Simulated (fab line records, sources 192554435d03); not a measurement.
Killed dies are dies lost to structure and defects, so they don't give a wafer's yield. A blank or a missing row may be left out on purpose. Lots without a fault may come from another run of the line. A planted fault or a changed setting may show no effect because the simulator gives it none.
fab line records | flow n5_finfet
record lots=11 wafers=33 last_day=18
route steps=1938 shown MIM_TOP@1838 MIM_BOT_LITHO@1864 MIM_BOT_ETCH@1866 PASSIVATION@1910
lots that met no fault: from a run of the same line without faults
start_h: hours from the record's first day to the start of the lot's first wafer shown | wait_h: hours since the lot's step before | " the same as in the row above | L1.1+2: a row that stands for several wafers | - no value, or no start given | * or withheld: withheld | < > ~ a bound
route shown NAME@n: a module of which the file shows steps, and the number in the route of the first | usual: mean/standard deviation of fault-free wafers | same: alike in all rows | chamber/n: place in a boat | sites: the reading at each site | _std_site: their standard deviation | _edge_site: outer sites' mean less inner sites' | radius_mm: how far each site lies from the wafer's centre | mask NAME#n: copy n | behind: the tool/chamber that last shaped the wafer | hold: why the lot was held/for how many hours/how that ended | device: the transistor (n, p or np) that didn't switch | end of line: the same wafers' tests at the end of the route | a step without rows: its recipe alone | killed: dies lost to structure and defects at the first sort, not the wafer's yield | map: a wafer's dies, x killed, . not, _ none there
set.NAME: the setting as run; set.NAME@STEP: as run at that earlier step | model.NAME: the simulator's own value behind a step, which no gauge read
steps of the route over a sample of lots; a table a step, a row a wafer
services: from which hour (start_h, from the record's first day; less than 0 if before it) a tool's chamber was out of use, for how many hours, and why
## steps
# step N5_MIM_TOP_SPUTTER_03
# recipe material=TiN target_thk_a=350 temp_c=200 power_w=3000 chamber_pressure_pa=0.49996 gas=Ar reactive_partial_pa=0.37997 time_s=89.7
# usual chamber_pressure_pa=0.5001/0.00095 throttle_valve_pct=30.0/1.2
# same time_s=89.7
# columns lot.wafer tool chamber start_h wait_h chamber_pressure_pa throttle_valve_pct
L170.2 pvd_sputter-01 - 264.03 0.0 0.5009 29.3
L170.5 " - " " 0.4997 32.6
L170.6 " - " " 0.5004 29.3
L175.3 pvd_sputter-02 - 274.58 0.0 0.5007 30.7
L175.5 " - " " 0.5008 29.9
L175.6 " - " " 0.4991 29.2
L174.1 pvd_sputter-03 - 279.85 0.0 0.5008 28.4
L174.5 " - " " 0.4999 30.8
L174.6 " - " " 0.5004 28.2
L176.3 pvd_sputter-01 - 286.24 0.0 0.4987 29.9
L176.4 " - " " 0.4995 29.2
L176.6 " - " " 0.4996 32.8
L180.1 pvd_sputter-03 - 316.51 0.0 0.5006 31.2
L180.3 " - " " 0.4996 28.1
L180.5 " - " " 0.4980 30.7
L185.1 pvd_sputter-02 - 353.51 0.0 0.5007 28.0
L185.4 " - " " 0.4989 30.4
L185.6 " - " " 0.5012 29.8
L187.2 pvd_sputter-01 - 368.44 0.0 0.5002 29.5
L187.5 " - " " 0.4994 29.6
L187.6 " - " " 0.4999 30.5
L189.1 pvd_sputter-03 - 379.95 0.0 0.4990 29.7
L189.2 " - " " 0.4986 31.1
L189.6 " - " " 0.4998 30.5
L190.1 pvd_sputter-01 - 381.11 0.0 0.5003 32.8
L190.4 " - " " 0.5004 30.8
L190.5 " - " " 0.4999 32.5
L192.3 pvd_sputter-02 - 393.30 0.0 0.4992 30.0
L192.4 " - " " 0.5002 28.2
L192.6 " - " " 0.4985 30.6
L193.2 pvd_sputter-03 - 415.31 0.0 0.4995 31.0
L193.3 " - " " 0.5008 28.3
L193.5 " - " " 0.4992 30.7
# step N5_MIM_BOT_LITHO_INSPECT_12
# recipe mode=adi inspect_instrument=macro
# usual raw_defect_count=2.2/1.4
# columns lot.wafer tool chamber start_h wait_h raw_defect_count
L170.2 defect_inspect-02 - 265.48 0.0 4
L170.5 " - " " 3
L170.6 " - " " 3
L175.3 defect_inspect-01 - 275.92 0.0 4
L175.5 " - " " 4
L175.6 " - " " 2
L174.1 defect_inspect-01 - 281.17 0.0 0
L174.5 " - " " 1
L174.6 " - " " 2
L176.3 defect_inspect-01 - 287.91 0.0 6
L176.4 " - " " 1
L176.6 " - " " 5
L180.1 defect_inspect-02 - 317.94 0.0 3
L180.3 " - " " 3
L180.5 " - " " 1
L185.1 defect_inspect-01 - 356.22 0.0 4
L185.4 " - " " 1
L185.6 " - " " 4
L187.2 defect_inspect-02 - 369.62 0.0 3
L187.5 " - " " 1
L187.6 " - " " 1
L189.1 defect_inspect-02 - 381.13 0.0 1
L189.2 " - " " 2
L189.6 " - " " 1
L190.1 defect_inspect-01 - 382.66 0.0 4
L190.4 " - " " 0
L190.5 " - " " 4
L192.3 defect_inspect-02 - 394.69 0.0 1
L192.4 " - " " 2
L192.6 " - " " 1
L193.2 defect_inspect-01 - 416.49 0.0 4
L193.3 " - " " 2
L193.5 " - " " 2
# step N5_MIM_BOT_ETCH_ETCH_04
# recipe chemistry=CF4/O2 target=SiNx target_depth_a=260 time_s=13 ion_energy_ev=100 pressure_mtorr=40 source_w=535 bias_w=49 Ar_flow_sccm=100 cf4_flow_sccm=100 O2_flow_sccm=10
# usual cf4_flow_sccm=100.00/0.26 drypump_motor_current_A=5.6/0.53 oes_product_au=0.80/0.08 rf_vpp_V=241/6.1 showerhead_plenum_p_Torr=2.21/0.072 throttle_valve_pct=15.82/0.25
# same time_s=13
# columns lot.wafer tool chamber start_h wait_h cf4_flow_sccm drypump_motor_current_A oes_product_au rf_hours_counter_h rf_vpp_V showerhead_plenum_p_Torr throttle_valve_pct
L170.2 rie_diel-02 0 265.58 0.0 99.93 5.7 0.81 103 241 2.14 15.70
L170.5 " 2 " " 99.93 5.3 0.84 - 252 2.32 15.55
L170.6 " 3 " " 100.46 5.8 0.77 - 237 2.20 15.81
L175.3 rie_diel-05 1 276.02 0.0 100.33 4.9 0.85 56 235 2.16 15.49
L175.5 " 3 " " 100.18 5.4 0.89 - 239 2.17 15.56
L175.6 " 0 " " 100.02 5.3 0.74 - 237 2.12 15.73
L174.1 rie_diel-05 2 281.27 0.0 100.60 5.6 0.74 151 244 2.21 15.97
L174.5 " 0 " " 100.05 5.3 0.74 - 236 2.12 15.73
L174.6 " 1 " " 99.84 4.8 0.85 - 234 2.16 15.50
L176.3 rie_diel-06 3 288.01 0.0 100.25 6.6 0.68 249 243 2.26 16.34
L176.4 " 0 " " 99.92 4.9 0.85 - 246 2.32 15.69
L176.6 " 3 " " 100.31 6.6 0.68 - 244 2.26 16.34
L180.1 rie_diel-02 1 318.04 0.0 99.91 6.0 0.93 9 252 2.24 15.71
L180.3 " 3 " " 100.27 5.8 0.75 163 237 2.20 15.87
L180.5 " 2 " " 99.90 5.3 0.80 - 253 2.31 15.58
L185.1 rie_diel-02 2 356.32 0.0 100.18 5.3 0.80 103 251 2.31 15.59
L185.4 " 3 " " 99.85 5.8 0.74 176 237 2.19 15.88
L185.6 " 3 " " 99.91 5.8 0.75 - 236 2.19 15.88
L187.2 rie_diel-05 0 369.85 0.0 99.79 5.2 0.72 178 235 2.11 15.79
L187.5 " 3 " " 99.71 5.4 0.84 - 242 2.16 15.65
L187.6 " 0 " " 99.82 5.2 0.72 - 236 2.11 15.79
L189.1 rie_diel-02 2 381.23 0.0 99.61 5.3 0.79 110 254 2.31 15.63
L189.2 " 0 " " 99.97 5.7 0.76 143 242 2.13 15.78
L189.6 " 1 " " 99.92 6.0 0.87 - 251 2.24 15.77
L190.1 rie_diel-05 2 382.76 0.0 100.40 5.6 0.71 183 241 2.19 16.00
L190.4 " 0 " " 99.63 5.2 0.72 181 237 2.11 15.79
L190.5 " 2 " " 100.47 5.6 0.71 - 243 2.19 16.03
L192.3 rie_diel-02 3 394.79 0.0 99.89 5.8 0.73 189 237 2.19 15.92
L192.4 " 0 " " 99.85 5.7 0.76 148 240 2.13 15.79
L192.6 " 0 " " 99.68 5.7 0.76 - 241 2.13 15.79
L193.2 rie_diel-02 0 416.58 0.0 99.83 5.7 0.77 155 241 2.12 15.80
L193.3 " 2 " " 99.85 5.3 0.79 121 253 2.30 15.66
L193.5 " 0 " " 100.49 5.7 0.76 - 240 2.13 15.81
# step N5_PASSIVATION_ETCH_59
# recipe chemistry=Cl2/BCl3 target=TaN target_depth_a=650 time_s=34.9 ion_energy_ev=100 pressure_mtorr=10 icp_w=900 bias_w=100 Cl2_flow_sccm=60 bcl3_flow_sccm=30
# usual drypump_motor_current_A=5.8/0.74 oes_product_au=0.83/0.086 throttle_valve_pct=21.1/0.3
# same time_s=34.9
# columns lot.wafer tool chamber start_h wait_h drypump_motor_current_A oes_product_au rf_hours_counter_h throttle_valve_pct
L170.2 rie_metal-02 1 269.49 0.3 5.2 0.88 15 20.7
L170.5 " 0 " " 5.4 0.97 - 20.7
L170.6 " 1 " " 5.2 0.89 - 20.7
L175.3 rie_metal-03 1 279.51 0.2 6.8 0.77 - 21.1
L175.5 " 1 " " 6.8 0.77 - 21.1
L175.6 " 0 " " 5.0 0.95 - 20.8
L174.1 rie_metal-03 0 286.70 0.3 5.0 1.23 2 20.2
L174.5 " 0 " " 5.1 1.22 - 20.2
L174.6 " 1 " " 6.7 0.75 - 21.1
L176.3 rie_metal-02 0 292.99 0.2 5.5 0.96 - 20.7
L176.4 " 1 " " 5.1 0.87 - 20.7
L176.6 " 1 " " 5.1 0.89 - 20.7
L180.1 rie_metal-01 0 321.88 0.3 5.1 0.93 4 21.4
L180.3 " 1 " " 6.5 0.75 - 21.3
L180.5 " 1 " " 6.6 0.75 - 21.3
L185.1 rie_metal-02 1 361.68 0.3 5.2 0.86 22 20.7
L185.4 " 1 " " 5.2 0.85 - 20.8
L185.6 " 0 " " 5.5 0.93 - 20.7
L187.2 rie_metal-03 0 374.79 0.3 5.0 0.87 8 20.8
L187.5 " 0 " " 5.0 0.86 - 20.8
L187.6 " 1 " " 6.7 0.74 - 21.1
L189.1 rie_metal-03 0 385.66 0.3 5.1 0.86 9 20.8
L189.2 " 1 " " 6.7 0.75 63 21.1
L189.6 " 0 " " 5.0 0.86 - 20.8
L190.1 rie_metal-03 1 386.38 0.3 6.8 0.74 64 21.1
L190.4 " 1 " " 6.8 0.74 - 21.1
L190.5 " 1 " " 6.7 0.74 - 21.1
L192.3 rie_metal-03 0 399.60 0.2 5.0 0.86 - 20.8
L192.4 " 1 " " 6.8 0.74 - 21.1
L192.6 " 0 " " 5.0 0.85 - 20.8
L193.2 rie_metal-03 1 420.92 0.3 6.8 0.75 67 21.1
L193.3 " 0 " " 5.0 0.85 - 20.8
L193.5 " 1 " " 6.7 0.74 - 21.1
## services
# columns tool chamber start_h hours kind
rie_diel-05 - 250.18 0.4 repair
rie_metal-01 0 251.92 - clean
rie_metal-01 0 251.92 19.0 scheduled_down
rie_metal-01 0 251.92 19.0 vent_cycle
rie_metal-03 0 257.60 - clean
rie_metal-03 0 257.60 13.7 scheduled_down
rie_metal-03 0 257.60 13.7 vent_cycle
rie_diel-02 1 268.76 - clean
rie_diel-02 1 268.76 - consumable_replace:focus_ring
rie_diel-02 1 268.76 20.5 scheduled_down
rie_diel-02 1 268.76 20.5 vent_cycle
rie_diel-06 2 280.14 - clean
rie_diel-06 2 280.14 - consumable_replace:focus_ring
rie_metal-02 - 298.13 1.4 pm
rie_metal-02 - 303.05 2.8 pm
pvd_sputter-03 - 309.90 0.8 repair
rie_metal-03 0 319.68 5.5 repair
rie_diel-05 2 325.98 13.5 repair
rie_diel-05 - 330.64 3.9 repair
pvd_sputter-01 - 335.20 1.6 repair
rie_diel-05 3 336.29 3.1 repair
rie_diel-02 1 370.04 5.3 repair
rie_metal-01 1 393.13 1.4 repair
rie_diel-05 0 413.82 5.5 repair
## key
first_sign step=N5_PASSIVATION_ETCH_59 reading=oes_product_au direction=up sigmas=4.6 usual=0.83 struck=1.23
effect none on later readings
met_at N5_PASSIVATION_ETCH_59
struck_lots L174
struck_wafers L174.1,L174.5
not_acting_at N5_MIM_TOP_SPUTTER_03,N5_MIM_BOT_LITHO_INSPECT_12,N5_MIM_BOT_ETCH_ETCH_04
onset_between 279.51 286.70
fault kind=process_parameter_drift tool=rie_metal-03 chamber=0 onset_h=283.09 steps=N5_PASSIVATION_ETCH_59 channel=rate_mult offset=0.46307 shape=step end_h=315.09
